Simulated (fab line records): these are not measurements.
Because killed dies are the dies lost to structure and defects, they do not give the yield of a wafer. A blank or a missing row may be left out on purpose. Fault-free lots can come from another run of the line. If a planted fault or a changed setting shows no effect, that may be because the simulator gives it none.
Lot-split experiment	flow n5-finfet	21 wafers read from 7 lots, route of 1938 steps

== THE SPLIT ITSELF ==
At N5_BEOL_M9_ETCH_66 (etches SOC in N2/H2, target depth 80 nm, overetch 16 nm, time 120 s), the setting bias-w was moved away from the recipe's 150 W on 4 of the 21 wafers read, by +14.3% to +16.7%. This setting was run at the recipe's value on the other wafers.

The reading is taken at the split's own step.

== THE READING ==
rf-vpp-V, in V, at N5_BEOL_M9_ETCH_66 (etches SOC in N2/H2, target depth 80 nm, overetch 16 nm, time 120 s). A value of 524.3 V with a standard deviation of 2.6 V is what fault-free wafers of this fab line usually give.

wafer	tool, chamber at the split	bias-w as run, W	against the recipe	rf-vpp-V, V	against lot-mates on the recipe
L076.2	rie-diel-04, 0	175.1	+16.7%	582.2	+62.1
L076.4	rie-diel-04, 3	175.1	+16.7%	572.2	+52.1
L076.6	rie-diel-04, 3	150	recipe	520.1	-
L075.1	rie-diel-04, 0	150	recipe	526.3	-
L075.3	rie-diel-04, 3	171.5	+14.3%	566.7	+41.0
L075.6	rie-diel-04, 0	150	recipe	525.2	-
L084.2	rie-diel-04, 0	150	recipe	526.0	-
L084.5	rie-diel-04, 1	150	recipe	526.0	-
L084.6	rie-diel-04, 0	150	recipe	526.6	-
L085.2	rie-diel-04, 0	150	recipe	526.8	-
L085.4	rie-diel-04, 1	150	recipe	527.2	-
L085.6	rie-diel-04, 0	150	recipe	526.6	-
L089.3	rie-diel-06, 2	150	recipe	522.5	-
L089.5	rie-diel-06, 2	150	recipe	522.4	-
L089.6	rie-diel-06, 3	150	recipe	520.0	-
L091.2	rie-diel-02, 3	150	recipe	521.6	-
L091.4	rie-diel-02, 2	150	recipe	519.7	-
L091.6	rie-diel-02, 0	150	recipe	524.6	-
L097.1	rie-diel-02, 0	174.5	+16.3%	578.7	+57.7
L097.3	rie-diel-02, 3	150	recipe	521.9	-
L097.5	rie-diel-02, 2	150	recipe	520.1	-

THE FIT
A straight line over all 21 wafers: rf-vpp-V changes by +3.2 V for each +1% of bias-w; r = +0.99; the points scatter about the line by 3.2 V.
The same after taking each lot's own level away (the mean of its wafers on the recipe; 21 wafers): +3.34 V for each +1%; r = +0.99; scatter 2.6 V.
The reading moves by 56 V for the largest change in bias-w, on that fit.
The lots' own levels span 520.10 to 526.87 V, that is 2.6 times the standard deviation above.
So the lot-to-lot level changes the slope little: the two slopes agree.
Check: for one of the wafers moved furthest among these (+16.7%), held out of the fit, the line's prediction against its lot-mates is +53.4 V. It came out at +62.1 V against them.
Tool readings at the split's step, against how far the setting was moved: rf-vpp-V r = +0.99.

== FURTHER SPLITS ON THESE WAFERS ==
These wafers also went through other splits before the reading. Each is held against what the fit with the lots' levels taken away leaves over:
other split on the same wafers	wafers away from the commonest value	r with rf-vpp-V (lot level and that fit taken away)
N5_BEOL_M4_EXPOSE_25 dose-mj	8	+0.02
N5_BEOL_M7_ETCH_66 bias-w	8	-0.27
N5_BEOL_M8_ETCH_62 bias-w	3	+0.39
N5_BEOL_M9_EXPOSE_25 dose-mj	6	+0.06

== THE WHOLE CHAIN: every reading that the file lists as answering this split, in the file's order ==
step	what it does	reading	change (the file's fit)	r (the file's)
N5_BEOL_M9_ETCH_66	etches SOC in N2/H2, target depth 80 nm, overetch 16 nm, time 120 s	rf-vpp-V	+3.3 V for each +1% of the setting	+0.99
N5_BEOL_M9_ETCH_66	etches SOC in N2/H2, target depth 80 nm, overetch 16 nm, time 120 s	SiARC_of_BEOL_M9_COAT_64.thk-nm (the simulator's own value, which no gauge read)	-0.0809 nm for each +1% of the setting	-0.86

== THE FILE'S OWN FIT ==
rf-vpp-V changes by +3.3 V for each +1% of bias-w, r = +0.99.
